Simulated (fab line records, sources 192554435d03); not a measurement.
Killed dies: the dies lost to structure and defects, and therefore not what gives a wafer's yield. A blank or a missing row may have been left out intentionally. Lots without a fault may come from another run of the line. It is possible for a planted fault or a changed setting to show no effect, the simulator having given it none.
Split-lot trial | flow n5 finfet | on a route of 1938 steps: 7 lots, 21 wafers read

== SPLIT DETAILS ==
At N5_FIN_CUT_COAT_19 (time 60 s, resist thk 20 nm), the setting spin rpm was moved away from the recipe's 1500 rpm on 8 of the 21 wafers read, by -10.0% to +11.2%. All remaining wafers had this setting at the recipe value.

== FROM THE SPLIT TO THE READING: what the file shows between them, 5 steps ==
- N5_FIN_CUT_COAT_29: time 60 s, resist thk 10 nm
- N5_FIN_CUT_COAT_02: resist thk 30 nm
- N5_FIN_CUT_DESCUM_13: chemistry O2, time 7 s
- N5_FIN_CUT_ETCH_30: etches underlayer in N2/H2, target depth 13 nm, time 10.4 s
- N5_FIN_CUT_ETCH_20: etches SiARC in CF4, target depth 26 nm, time 43.3 s

== THE READING ==
SiARC_of_FIN_CUT_COAT_19.thk nm (the simulator's own value, which no gauge read), in nm, at N5_FIN_CUT_ETCH_21 (etches SOC in N2/H2, target depth 219 nm, overetch 43.8 nm, time 523.5 s). There is no usual value for it anywhere in the file. Here, 13 wafers ran the recipe; their average is 12.0 nm with a standard deviation of 0.28 nm.

wafer  | tool, chamber at the split | spin rpm as run, rpm | against the recipe | SiARC_of_FIN_CUT_COAT_19.thk nm, nm | against lot-mates on the recipe
L076.3 | litho track-02, 0          | 1668                 | +11.2%             | 11                                  | -1.0
L076.4 | litho track-02, 0          | 1500                 | recipe             | 12.2                                | -
L076.5 | litho track-02, 0          | 1500                 | recipe             | 11.8                                | -
L079.1 | litho track-02, 0          | 1500                 | recipe             | 12                                  | -
L079.3 | litho track-02, 0          | 1500                 | recipe             | 12                                  | -
L079.5 | litho track-02, 0          | 1500                 | recipe             | 12                                  | -
L084.1 | litho track-02, 0          | 1500                 | recipe             | 11.8                                | -
L084.2 | litho track-02, 0          | 1500                 | recipe             | 12.4                                | -
L084.4 | litho track-02, 0          | 1500                 | recipe             | 11.2                                | -
L085.2 | litho track-02, 0          | 1371                 | -8.6%              | 13                                  | +0.8
L085.3 | litho track-02, 0          | 1500                 | recipe             | 12.2                                | -
L085.4 | litho track-02, 0          | 1371                 | -8.6%              | 12.8                                | +0.6
L086.2 | litho track-02, 0          | 1350                 | -10.0%             | 13.2                                | +1.0
L086.3 | litho track-02, 0          | 1500                 | recipe             | 12.2                                | -
L086.6 | litho track-02, 0          | 1350                 | -10.0%             | 13.4                                | +1.2
L089.1 | litho track-04, 0          | 1500                 | recipe             | 12                                  | -
L089.5 | litho track-04, 0          | 1500                 | recipe             | 12                                  | -
L089.3 | litho track-04, 0          | 1656                 | +10.4%             | 11                                  | -1.0
L092.1 | litho track-02, 0          | 1500                 | recipe             | 12                                  | -
L092.3 | litho track-02, 0          | 1359                 | -9.4%              | 13.2                                | +1.2
L092.4 | litho track-02, 0          | 1359                 | -9.4%              | 13                                  | +1.0

FIT RESULTS
A straight line over all 21 wafers: SiARC_of_FIN_CUT_COAT_19.thk nm changes by -0.109 nm for each +1% of spin rpm; r = -0.93; the points scatter about the line by 0.25 nm.
The same after taking each lot's own level away (the mean of its wafers on the recipe; 21 wafers): -0.0999 nm for each +1%; r = -0.94; scatter 0.23 nm.
According to that fit, moving spin rpm by its largest amount changes the reading by 1.1 nm.
The span of the lots' own levels, 11.80 to 12.20 nm, comes to 1.4 times the standard deviation stated above.
The two slopes are in agreement: the lot-to-lot level therefore moves the slope only a little.
Check: with one of the wafers moved furthest among these (+11.2%) left out of the fit, the line predicts -1.14 nm for it against its lot-mates. Against them it came out at -1 nm.

== THESE WAFERS: OTHER SPLITS ==
Note: prior to the reading, these wafers also went through further splits. Each is held against what the fit with the lots' levels taken away leaves over:
other split on the same wafers | wafers away from the commonest value | r with SiARC_of_FIN_CUT_COAT_19.thk nm (lot level and that fit taken away)
N5_FIN_SAQP_ALD_61 ald cycles  | 6                                    | +0.20
N5_FIN_SAQP_PECVD_47 time s    | 7                                    | -0.07

== THE WHOLE CHAIN: every reading that the file lists as answering this split, in the file's order ==
step               | what it does                                                             | reading                                                                          | change (the file's fit)                | r (the file's)
N5_FIN_CUT_COAT_19 | time 60 s, resist thk 20 nm                                              | SiARC_of_FIN_CUT_COAT_19.thk nm (the simulator's own value, which no gauge read) | -0.102 nm for each +1% of the setting  | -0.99
N5_FIN_CUT_ETCH_20 | etches SiARC in CF4, target depth 26 nm, time 43.3 s                     | etch.depth nm (the simulator's own value, which no gauge read)                   | -0.102 nm for each +1% of the setting  | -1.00
N5_FIN_CUT_ETCH_21 | etches SOC in N2/H2, target depth 219 nm, overetch 43.8 nm, time 523.5 s | SiARC_of_FIN_CUT_COAT_19.thk nm (the simulator's own value, which no gauge read) | -0.0987 nm for each +1% of the setting | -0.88

== FILE'S OWN FIT ==
SiARC_of_FIN_CUT_COAT_19.thk nm changes by -0.0987 nm for each +1% of spin rpm, r = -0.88.
